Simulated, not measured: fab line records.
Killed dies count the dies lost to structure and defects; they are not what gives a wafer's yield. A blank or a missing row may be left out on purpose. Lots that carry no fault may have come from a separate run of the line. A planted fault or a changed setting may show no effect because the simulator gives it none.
fab line records + flow nand-harc + part 2 of 2: steps 23 to 31 of 31
record
- lots=5
- wafers=15
- last-day=24
route steps=1159 shown P_CONTACT@231 P_M0@253
lots with no fault: from the same line, run without faults
start-h: hours from the record's first day to the start of the lot's first wafer shown + wait-h: hours since the lot's step before + " same as the row above + L1.1+2: several wafers, shown together as one row + - value missing, or start not given + * or withheld: withheld + < > ~ a bound
route shown NAME@n: NAME is a module with steps in the file, n the number in the route of the first one + usual: average and standard deviation across the fault-free wafers + same: alike in all rows + chamber/n: place in a boat + sites: each site's reading + _std_site: standard deviation of those values + _edge_site: outer sites' mean less inner sites' + radius-mm: how far each site lies from the wafer's centre + mask NAME#n: copy n + behind: the most recent tool/chamber to have shaped the wafer + hold: what put the lot on hold/how long, in hours/how the hold closed + device: transistor that didn't switch, given as n, p or np + end of line: at the end of the route, the tests of the same wafers + where a step has no rows: the recipe by itself + killed: count of dies lost to structure and defects at first sort (not the wafer's yield) + map: the dies of a wafer, with x for killed, . for not killed, _ for no die there
set.NAME: the run value of the setting; set.NAME@STEP: its run value at that earlier step + model.NAME: the simulator's own value behind a step, which no gauge read
certain route steps with their lots: each step a table, each wafer a row
services: a tool's chamber out of use, with start hour (start-h, from the record's first day; less than 0 if before it), hours out, and reason
## steps
# step NHARC_P_M0_DEHYDRATE_01
# recipe
- temp-c=150
- time-s=120
# usual
- exhaust-pa=45.0/0.85
- resist-line-temp-C=23.00/0.11
| lot.wafer | tool           | chamber | start-h | wait-h | exhaust-pa | resist-line-temp-C |
|-----------|----------------|---------|---------|--------|------------|--------------------|
| L074.1    | litho-track-06 | 0       | 108.13  | -      | 44.1       | 22.98              |
| L074.3    | "              | 0       | "       | "      | 43.6       | 23.00              |
| L074.5    | "              | 0       | "       | "      | 44.6       | 23.09              |
| L075.2    | litho-track-01 | 0       | 125.51  | -      | 45.9       | 23.00              |
| L075.4    | "              | 0       | "       | "      | 44.5       | 23.13              |
| L075.5    | "              | 0       | "       | "      | 45.7       | 22.87              |
| L083.1    | litho-track-06 | 0       | 168.27  | -      | 45.4       | 22.95              |
| L083.5    | "              | 0       | "       | "      | 44.0       | 22.98              |
| L083.6    | "              | 0       | "       | "      | 44.8       | 22.90              |
| L094.2    | litho-track-04 | 0       | 226.24  | -      | 44.8       | 22.90              |
| L094.4    | "              | 0       | "       | "      | 45.3       | 22.73              |
| L094.6    | "              | 0       | "       | "      | 44.9       | 22.82              |
| L096.2    | litho-track-04 | 0       | 244.65  | -      | 44.1       | 23.09              |
| L096.5    | "              | 0       | "       | "      | 45.0       | 23.05              |
| L096.6    | "              | 0       | "       | "      | 42.9       | 22.98              |
# step NHARC_P_M0_HMDS_02
# recipe
- time-s=30
# usual
- exhaust-pa=44.9/0.88
- resist-line-temp-C=23.00/0.11
| lot.wafer | tool           | chamber | start-h | wait-h | exhaust-pa | resist-line-temp-C |
|-----------|----------------|---------|---------|--------|------------|--------------------|
| L074.1    | litho-track-06 | 0       | -       | -      | 43.3       | 22.92              |
| L074.3    | "              | 0       | "       | "      | 44.8       | 23.16              |
| L074.5    | "              | 0       | "       | "      | 44.9       | 22.90              |
| L075.2    | litho-track-01 | 0       | -       | -      | 43.3       | 22.94              |
| L075.4    | "              | 0       | "       | "      | 43.5       | 22.91              |
| L075.5    | "              | 0       | "       | "      | 44.3       | 22.92              |
| L083.1    | litho-track-06 | 0       | -       | -      | 44.5       | 22.97              |
| L083.5    | "              | 0       | "       | "      | 44.6       | 22.96              |
| L083.6    | "              | 0       | "       | "      | 45.2       | 23.01              |
| L094.2    | litho-track-04 | 0       | -       | -      | 44.0       | 23.34              |
| L094.4    | "              | 0       | "       | "      | 44.3       | 23.25              |
| L094.6    | "              | 0       | "       | "      | 43.4       | 23.17              |
| L096.2    | litho-track-04 | 0       | -       | -      | 45.0       | 23.01              |
| L096.5    | "              | 0       | "       | "      | 45.4       | 22.87              |
| L096.6    | "              | 0       | "       | "      | 45.7       | 22.87              |
# step NHARC_P_M0_COAT_33
# recipe
- temp-c=200
- time-s=65
# usual
- exhaust-pa=45.2/0.87
- resist-line-temp-C=23.00/0.1
| lot.wafer | tool           | chamber | start-h | wait-h | exhaust-pa | resist-line-temp-C |
|-----------|----------------|---------|---------|--------|------------|--------------------|
| L074.1    | litho-track-06 | 0       | -       | -      | 45.2       | 23.06              |
| L074.3    | "              | 0       | "       | "      | 46.5       | 23.03              |
| L074.5    | "              | 0       | "       | "      | 45.5       | 23.01              |
| L075.2    | litho-track-01 | 0       | -       | -      | 46.1       | 22.82              |
| L075.4    | "              | 0       | "       | "      | 45.1       | 22.86              |
| L075.5    | "              | 0       | "       | "      | 45.7       | 22.97              |
| L083.1    | litho-track-06 | 0       | -       | -      | 44.8       | 23.19              |
| L083.5    | "              | 0       | "       | "      | 46.0       | 23.11              |
| L083.6    | "              | 0       | "       | "      | 45.8       | 22.94              |
| L094.2    | litho-track-04 | 0       | -       | -      | 45.0       | 22.89              |
| L094.4    | "              | 0       | "       | "      | 43.5       | 22.93              |
| L094.6    | "              | 0       | "       | "      | 45.1       | 23.05              |
| L096.2    | litho-track-04 | 0       | -       | -      | 44.5       | 23.02              |
| L096.5    | "              | 0       | "       | "      | 45.9       | 22.85              |
| L096.6    | "              | 0       | "       | "      | 45.1       | 22.90              |
# step NHARC_P_M0_COAT_03
# recipe
- spin-rpm=1500
- resist-thk-nm=90
# usual
- exhaust-pa=45.2/1
- resist-line-temp-C=23.00/0.11
| lot.wafer | tool           | chamber | start-h | wait-h | exhaust-pa | resist-line-temp-C |
|-----------|----------------|---------|---------|--------|------------|--------------------|
| L074.1    | litho-track-06 | 0       | -       | -      | 44.3       | 22.97              |
| L074.3    | "              | 0       | "       | "      | 44.1       | 23.13              |
| L074.5    | "              | 0       | "       | "      | 44.8       | 23.04              |
| L075.2    | litho-track-01 | 0       | -       | -      | 42.9       | 23.06              |
| L075.4    | "              | 0       | "       | "      | 44.6       | 23.22              |
| L075.5    | "              | 0       | "       | "      | 44.3       | 23.00              |
| L083.1    | litho-track-06 | 0       | -       | -      | 45.8       | 22.95              |
| L083.5    | "              | 0       | "       | "      | 45.6       | 22.79              |
| L083.6    | "              | 0       | "       | "      | 43.8       | 22.95              |
| L094.2    | litho-track-04 | 0       | -       | -      | 46.0       | 23.20              |
| L094.4    | "              | 0       | "       | "      | 45.8       | 23.14              |
| L094.6    | "              | 0       | "       | "      | 45.2       | 22.94              |
| L096.2    | litho-track-04 | 0       | -       | -      | 46.2       | 23.03              |
| L096.5    | "              | 0       | "       | "      | 46.8       | 22.80              |
| L096.6    | "              | 0       | "       | "      | 47.0       | 22.79              |
# step NHARC_P_M0_SOFTBAKE_04
# recipe
- temp-c=105
- time-s=55
# usual
- exhaust-pa=45.1/0.81
- resist-line-temp-C=22.99/0.12
| lot.wafer | tool           | chamber | start-h | wait-h | exhaust-pa | resist-line-temp-C |
|-----------|----------------|---------|---------|--------|------------|--------------------|
| L074.1    | litho-track-06 | 0       | -       | -      | 43.6       | 23.04              |
| L074.3    | "              | 0       | "       | "      | 46.0       | 22.97              |
| L074.5    | "              | 0       | "       | "      | 44.6       | 22.92              |
| L075.2    | litho-track-01 | 0       | -       | -      | 43.6       | 22.90              |
| L075.4    | "              | 0       | "       | "      | 43.8       | 22.91              |
| L075.5    | "              | 0       | "       | "      | 44.0       | 23.01              |
| L083.1    | litho-track-06 | 0       | -       | -      | 45.3       | 23.00              |
| L083.5    | "              | 0       | "       | "      | 44.6       | 22.98              |
| L083.6    | "              | 0       | "       | "      | 44.7       | 22.83              |
| L094.2    | litho-track-04 | 0       | -       | -      | 44.4       | 23.04              |
| L094.4    | "              | 0       | "       | "      | 44.2       | 22.99              |
| L094.6    | "              | 0       | "       | "      | 43.4       | 22.92              |
| L096.2    | litho-track-04 | 0       | -       | -      | 45.2       | 22.78              |
| L096.5    | "              | 0       | "       | "      | 45.3       | 22.68              |
| L096.6    | "              | 0       | "       | "      | 45.6       | 22.90              |
# step NHARC_P_M0_EBR_05
# usual
- exhaust-pa=45.1/0.77
- resist-line-temp-C=22.99/0.1
| lot.wafer | tool           | chamber | start-h | wait-h | exhaust-pa | resist-line-temp-C |
|-----------|----------------|---------|---------|--------|------------|--------------------|
| L074.1    | litho-track-06 | 0       | -       | -      | 46.2       | 23.07              |
| L074.3    | "              | 0       | "       | "      | 45.8       | 23.13              |
| L074.5    | "              | 0       | "       | "      | 45.7       | 22.97              |
| L075.2    | litho-track-01 | 0       | -       | -      | 44.2       | 23.02              |
| L075.4    | "              | 0       | "       | "      | 46.1       | 23.14              |
| L075.5    | "              | 0       | "       | "      | 45.4       | 22.93              |
| L083.1    | litho-track-06 | 0       | -       | -      | 46.3       | 23.00              |
| L083.5    | "              | 0       | "       | "      | 45.7       | 22.94              |
| L083.6    | "              | 0       | "       | "      | 45.0       | 22.82              |
| L094.2    | litho-track-04 | 0       | -       | -      | 44.3       | 23.00              |
| L094.4    | "              | 0       | "       | "      | 44.1       | 22.97              |
| L094.6    | "              | 0       | "       | "      | 45.0       | 22.90              |
| L096.2    | litho-track-04 | 0       | -       | -      | 45.4       | 22.89              |
| L096.5    | "              | 0       | "       | "      | 45.6       | 22.91              |
| L096.6    | "              | 0       | "       | "      | 45.5       | 22.94              |
# step NHARC_P_M0_EXPOSE_06
# recipe
- na=1.35
- target-cd-nm=90
- dose-mj=81.28
- mask-id=P_M0
# usual
- stage-vel-mm-s=499.97/0.22
| lot.wafer | tool            | chamber | start-h | wait-h | mask   | stage-vel-mm-s |
|-----------|-----------------|---------|---------|--------|--------|----------------|
| L074.1    | arfi-scanner-01 | 0       | 108.42  | -      | P_M0#0 | 499.78         |
| L074.3    | "               | 0       | "       | "      | P_M0#0 | 499.78         |
| L074.5    | "               | 0       | "       | "      | P_M0#0 | 499.82         |
| L075.2    | arfi-scanner-03 | 0       | 125.68  | -      | P_M0#0 | 500.08         |
| L075.4    | "               | 0       | "       | "      | P_M0#0 | 500.05         |
| L075.5    | "               | 0       | "       | "      | P_M0#0 | 499.96         |
| L083.1    | arfi-scanner-02 | 0       | 168.56  | -      | P_M0#0 | 500.03         |
| L083.5    | "               | 0       | "       | "      | P_M0#0 | 500.09         |
| L083.6    | "               | 0       | "       | "      | P_M0#0 | 500.14         |
| L094.2    | arfi-scanner-01 | 0       | 226.54  | -      | P_M0#0 | 499.94         |
| L094.4    | "               | 0       | "       | "      | P_M0#0 | 499.75         |
| L094.6    | "               | 0       | "       | "      | P_M0#0 | 499.32         |
| L096.2    | arfi-scanner-03 | 0       | 244.82  | -      | P_M0#0 | 500.10         |
| L096.5    | "               | 0       | "       | "      | P_M0#0 | 500.06         |
| L096.6    | "               | 0       | "       | "      | P_M0#0 | 500.31         |
# step NHARC_P_M0_PEB_07
# recipe
- peb-temp-c=100
- peb-time-s=65
# usual
- exhaust-pa=45.1/0.97
- resist-line-temp-C=23.00/0.092
| lot.wafer | tool           | chamber | start-h | wait-h | exhaust-pa | resist-line-temp-C |
|-----------|----------------|---------|---------|--------|------------|--------------------|
| L074.1    | litho-track-04 | 0       | 108.48  | 0.1    | 44.2       | 23.25              |
| L074.3    | "              | 0       | "       | "      | 44.6       | 23.04              |
| L074.5    | "              | 0       | "       | "      | 44.6       | 22.80              |
| L075.2    | litho-track-04 | 0       | 125.73  | 0.1    | 44.0       | 23.07              |
| L075.4    | "              | 0       | "       | "      | 45.1       | 23.03              |
| L075.5    | "              | 0       | "       | "      | 43.7       | 23.00              |
| L083.1    | litho-track-01 | 0       | 168.62  | 0.1    | 44.9       | 23.02              |
| L083.5    | "              | 0       | "       | "      | 45.2       | 22.94              |
| L083.6    | "              | 0       | "       | "      | 44.9       | 22.99              |
| L094.2    | litho-track-06 | 0       | 226.59  | 0.1    | 44.9       | 22.96              |
| L094.4    | "              | 0       | "       | "      | 44.6       | 22.98              |
| L094.6    | "              | 0       | "       | "      | 44.8       | 23.05              |
| L096.2    | litho-track-04 | 0       | 244.88  | 0.1    | 44.3       | 22.75              |
| L096.5    | "              | 0       | "       | "      | 44.7       | 22.94              |
| L096.6    | "              | 0       | "       | "      | 44.1       | 22.94              |
# step NHARC_P_M0_DEVELOP_08
# recipe
- develop-time-s=35
- dev-temp-c=23
# usual
- exhaust-pa=45.1/0.88
- resist-line-temp-C=22.99/0.11
| lot.wafer | tool           | chamber | start-h | wait-h | exhaust-pa | resist-line-temp-C |
|-----------|----------------|---------|---------|--------|------------|--------------------|
| L074.1    | litho-track-04 | 0       | -       | -      | 46.1       | 23.01              |
| L074.3    | "              | 0       | "       | "      | 45.1       | 22.95              |
| L074.5    | "              | 0       | "       | "      | 45.0       | 22.92              |
| L075.2    | litho-track-04 | 0       | -       | -      | 44.8       | 23.19              |
| L075.4    | "              | 0       | "       | "      | 45.2       | 22.90              |
| L075.5    | "              | 0       | "       | "      | 45.4       | 23.00              |
| L083.1    | litho-track-01 | 0       | -       | -      | 45.1       | 22.94              |
| L083.5    | "              | 0       | "       | "      | 44.6       | 22.88              |
| L083.6    | "              | 0       | "       | "      | 44.9       | 22.85              |
| L094.2    | litho-track-06 | 0       | -       | -      | 44.7       | 22.94              |
| L094.4    | "              | 0       | "       | "      | 45.5       | 22.84              |
| L094.6    | "              | 0       | "       | "      | 46.4       | 22.91              |
| L096.2    | litho-track-04 | 0       | -       | -      | 45.6       | 22.96              |
| L096.5    | "              | 0       | "       | "      | 45.8       | 22.90              |
| L096.6    | "              | 0       | "       | "      | 45.5       | 22.99              |
## services
| tool           | chamber | start-h | hours | kind   |
|----------------|---------|---------|-------|--------|
| pecvd-02       | 1       | 87.33   | 10.3  | repair |
| cvd-w-01       | -       | 92.87   | 1.8   | repair |
| litho-track-01 | -       | 93.00   | 7.0   | pm     |
| rie-diel-13    | -       | 99.03   | 9.0   | pm     |
| ald-metal-01   | -       | 102.00  | 10.0  | pm     |
| pvd-sputter-03 | -       | 102.00  | 10.0  | pm     |
| wet-bench-09   | -       | 112.80  | 8.0   | pm     |
| cvd-w-01       | -       | 116.45  | 13.0  | pm     |
| litho-track-06 | -       | 117.00  | 7.0   | pm     |
| rie-diel-13    | 1       | 121.69  | 32.1  | repair |
| pvd-sputter-03 | -       | 122.19  | 4.2   | repair |
| rie-diel-05    | 2       | 135.39  | 7.6   | repair |
| litho-track-04 | -       | 141.00  | 7.0   | pm     |
| cmp-03         | -       | 144.40  | 4.6   | repair |
| pvd-sputter-01 | -       | 147.89  | 1.3   | repair |
| ald-metal-01   | -       | 149.36  | 0.5   | repair |
| pvd-sputter-01 | -       | 158.00  | 10.0  | pm     |
| rie-diel-05    | -       | 163.60  | 9.0   | pm     |
| pvd-sputter-01 | -       | 169.28  | 0.5   | repair |
| rie-diel-05    | 1       | 176.99  | 9.2   | repair |
| rie-diel-05    | 2       | 182.17  | 5.1   | repair |
| wet-bench-01   | -       | 213.60  | 8.0   | pm     |
| pvd-sputter-01 | -       | 234.33  | 4.0   | repair |
| rie-diel-05    | 3       | 242.26  | 20.0  | repair |
